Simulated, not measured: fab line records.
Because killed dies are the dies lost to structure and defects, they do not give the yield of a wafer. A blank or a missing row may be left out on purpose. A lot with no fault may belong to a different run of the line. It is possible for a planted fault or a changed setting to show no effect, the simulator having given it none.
Struck lot and sound lot, side by side :: flow n5_finfet :: 41 steps out of a route of 1938
Sound: wafers L871.2, L871.3, L871.6. The struck wafers were L870.1, L870.2, L870.3. The cause comes at the end.
Per side, at each step with rows, come the tool, then ch with its chambers, and then its first start. Under that, the readings that differ: sound wafers :: struck wafers :: difference of the means :: sigmas: that difference in standard deviations of wafers without a fault.
alike: words and numbers the same on both sides, and readings whose means are apart by under 2 such deviations; not compared: readings that were withheld, readings missing a value for some wafer, numbers with overlapping values and no deviation given by the record, and bounds like >300 which may hide the same value.
The two part at a step that has a row with sigmas, a row that says differs or no value, or rows on one side only. Numbers that have no deviation but don't overlap get no sigmas and don't part them. Lack of a reading on every wafer of one side parts them only where that side has two or more wafers.

first, 9 steps without rows for these wafers: N5_BEOL_M4_ANNEAL_95 (time 240 s); N5_BEOL_M4_SPUTTER_96 (material Cu, target thk 4.5 nm, time 8.29 s); N5_BEOL_M4_ECD_50 (material Cu, target thk 300 nm); N5_BEOL_M4_ANNEAL_51 (time 90 s); N5_BEOL_M4_CMP_52 (polishes, stops on SiOC, t overpolish 6.8 s, target thk 40 nm); N5_BEOL_M4_PRE_CLEAN_60 (time 15 s); N5_BEOL_M4_CO_CAP_55 (material Co, precursor CCTBA/H2, target thk 2 nm, time 102.1 s); N5_BEOL_M4_PRE_CLEAN_56 (time 15 s); N5_BEOL_M4_DEP_57 (deposits SiCN from 3MS/NH3, target thk 8 nm, time 14 s).
N5_BEOL_M4_RC_MEAS_101:
  sound on prober-02 ch 0, day 13 09:16; struck on prober-02 ch 0, day 12 22:39
reading: IOFF_N (nA/um)
sound: 0.164 0.182 0.180
struck: 0.122 0.121 0.130
difference: -0.051
sigmas: -3

reading: IOFF_P (nA/um)
sound: 0.239 0.253 0.263
struck: 0.182 0.175 0.185
difference: -0.071
sigmas: -2

reading: ION_N (uA/um)
sound: 677 680 677
struck: 658 658 666
difference: -17
sigmas: -2
  alike: DIBL_N, DIBL_P, ION_P, SS_N, SS_P, VT_N, VT_P
then, 24 steps without rows for these wafers: N5_BEOL_M5_ILD_DEP_00 (deposits SiCOH lowk from DEMS/porogen, target thk 140.64 nm, time 25.9 s); N5_BEOL_M5_CURE_79 (cures SiCOH lowk, time 240 s); N5_BEOL_M5_PECVD_70 (deposits SiO2 from TEOS/O2, target thk 16 nm, time 18 s); N5_BEOL_M5_HM_DEP_02 (deposits TiN, target thk 20 nm); N5_BEOL_M5_COAT_59 (time 60 s, resist thk 60 nm); N5_BEOL_M5_COAT_60 (time 60 s, resist thk 12 nm); N5_BEOL_M5_COAT_71 (time 60 s, resist thk 5 nm); N5_BEOL_M5_COAT_05 (resist thk 30 nm); N5_BEOL_M5_EBR_07; N5_BEOL_M5_SOFTBAKE_06 (time 60 s); N5_BEOL_M5_EXPOSE_08 (exposes mask M5, target cd 28 nm); N5_BEOL_M5_PEB_09 (peb time 60 s); N5_BEOL_M5_DEVELOP_10 (develop time 30 s); N5_BEOL_M5_DESCUM_16 (chemistry O2, time 7 s); N5_BEOL_M5_ETCH_72 (etches underlayer in N2/H2, target depth 6.5 nm, time 5.2 s); N5_BEOL_M5_ETCH_61 (etches SiARC in CF4, target depth 15.6 nm, time 26 s); N5_BEOL_M5_ETCH_62 (etches SOC in N2/H2, target depth 75 nm, overetch 15 nm, time 112.5 s); N5_BEOL_M5_STRIP_63 (strips in N2/H2); N5_BEOL_M5_STRIP_73 (strips in N2/H2); N5_BEOL_M5_STRIP_64 (strips in CF4); N5_BEOL_M5_HM_OPEN_17 (chemistry Cl2/BCl3, target TiN, target depth 20 nm, overetch 6 nm); N5_BEOL_M5_STRIP_19 (strips in O2); N5_BEOL_M5_COAT_65 (time 60 s, resist thk 60 nm); N5_BEOL_M5_COAT_66 (time 60 s, resist thk 12 nm).
N5_BEOL_M6_EXPOSE_08: exposes mask M6.
  sound on arfi_scanner-02 ch 0, day 13 22:20; struck on arfi_scanner-03 ch 0, day 13 13:47
reading: exposure_dose_mJ_cm2
sound: 68.2 68.3 68.3
struck: 76.1 76.0 76.1
difference: +7.8
sigmas: +13
  alike: mask
N5_BEOL_M6_CD_MEAS_11 targets a cd of 38.5 nm.
  sound on cd_sem-03 ch 0, day 13 22:28; struck on cd_sem-02 ch 0, day 13 13:55
reading: cd_nm (nm)
sound: 39.0 39.0 38.7
struck: 44.0 43.9 44.1
difference: +5.1
sigmas: +11
N5_BEOL_M6_ETCH_61: etches SiARC in CF4, target depth 45.5 nm, time 75.8 s.
  sound on rie_diel-04 ch 0,3, day 13 22:36; struck on rie_diel-04 ch 1,2,3, day 13 14:02
reading: model.BEOL_M6.cd_offset_nm (nm)
sound: 0.4 0.4 0.2
struck: 5.6 5.4 5.6
difference: +5.2
sigmas: 
  alike: drypump_motor_current_A, etch_rf_on_time_s, oes_product_au, rf_fwd_power_W, rf_vpp_V, showerhead_plenum_p_Torr, throttle_valve_pct
  not compared: rf_hours_counter_h
N5_BEOL_M6_HM_OPEN_17: chemistry Cl2/BCl3, target TiN, target depth 20 nm, overetch 6 nm.
  sound on rie_metal-02 ch 1, day 13 22:51; struck on rie_metal-03 ch 0,1, day 13 14:17
reading: oes_product_au (a.u.)
sound: 0.77 0.77 0.76
struck: 0.63 0.64 0.64
difference: -0.13
sigmas: -2

reading: model.BEOL_M6.cd_offset_nm (nm)
sound: 0.6 0.6 0.4
struck: 5.6 5.4 5.6
difference: +5.0
sigmas: 
  alike: drypump_motor_current_A, rf_fwd_power_W, throttle_valve_pct
  not compared: rf_hours_counter_h
N5_BEOL_M6_CD_MEAS_18: pitch 80 nm, target cd 40 nm.
  sound on cd_sem-01, day 13 23:02; struck on cd_sem-01, day 13 14:30
reading: cd_nm (nm)
sound: 40.7 40.4 40.3
struck: 45.5 45.3 45.6
difference: +5.0
sigmas: +10
-- a jump in the record: the struck wafers' starts before and after are 3 days apart (it breaks off in module BEOL_M6 and resumes in module BEOL_M15, where the first step shown is number 1830 of the route) --
N5_BEOL_M15_RC_MEAS_101:
  sound on prober-01 ch 0, day 16 20:54; struck on prober-01 ch 0, day 16 13:43
reading: SERP_M6 (ohm/um)
sound: 13.7 13.9 13.3
struck: 11.2 11.1 10.9
difference: -2.6
sigmas: -6

reading: SERP_M6_max_site (ohm/um)
sound: 14.1 14.6 14.1
struck: 11.9 11.3 11.5
difference: -2.7
sigmas: -6
  alike: COMB_M10, COMB_M11, COMB_M12, COMB_M13, COMB_M14, COMB_M15, COMB_M5, COMB_M7, COMB_M8, COMB_M8_max_site, COMB_M9, COMB_M9_max_site, SERP_M10, SERP_M11, SERP_M12, SERP_M12_max_site, SERP_M13, SERP_M14, SERP_M5, SERP_M7, SERP_M8, SERP_M9
N5_PASSIVATION_PROBE_49:
  sound on prober-01, day 17 12:13; struck on prober-01, day 17 04:32
reading: defect_limited_yield (%)
sound: 92.3 90.3 92.3
struck: 77.1 81.3 75.6
difference: -13.6
sigmas: -10

reading: killed_at_M4_up
sound: 12 17 10
struck: 197 148 203
difference: +170
sigmas: +33

reading: killed_dies
sound: 91 115 91
struck: 270 221 288
difference: +161
sigmas: +10

reading: sort_n_pass
sound: 1089 1065 1089
struck: 910 959 892
difference: -161
sigmas: -10

reading: sort_yield_pct (%)
sound: 92.3 90.3 92.3
struck: 77.1 81.3 75.6
difference: -13.6
sigmas: -10
  alike: killed_at_M0_to_M3, killed_at_contacts, killed_at_front_end, killed_at_other, killed_open, killed_short, sort_bin_5_function, sort_bin_6_memory

== WHERE THEY PART ==
Earliest at N5_BEOL_M4_RC_MEAS_101; latest, in this record, at N5_PASSIVATION_PROBE_49.

WHY: the cause the simulator had injected
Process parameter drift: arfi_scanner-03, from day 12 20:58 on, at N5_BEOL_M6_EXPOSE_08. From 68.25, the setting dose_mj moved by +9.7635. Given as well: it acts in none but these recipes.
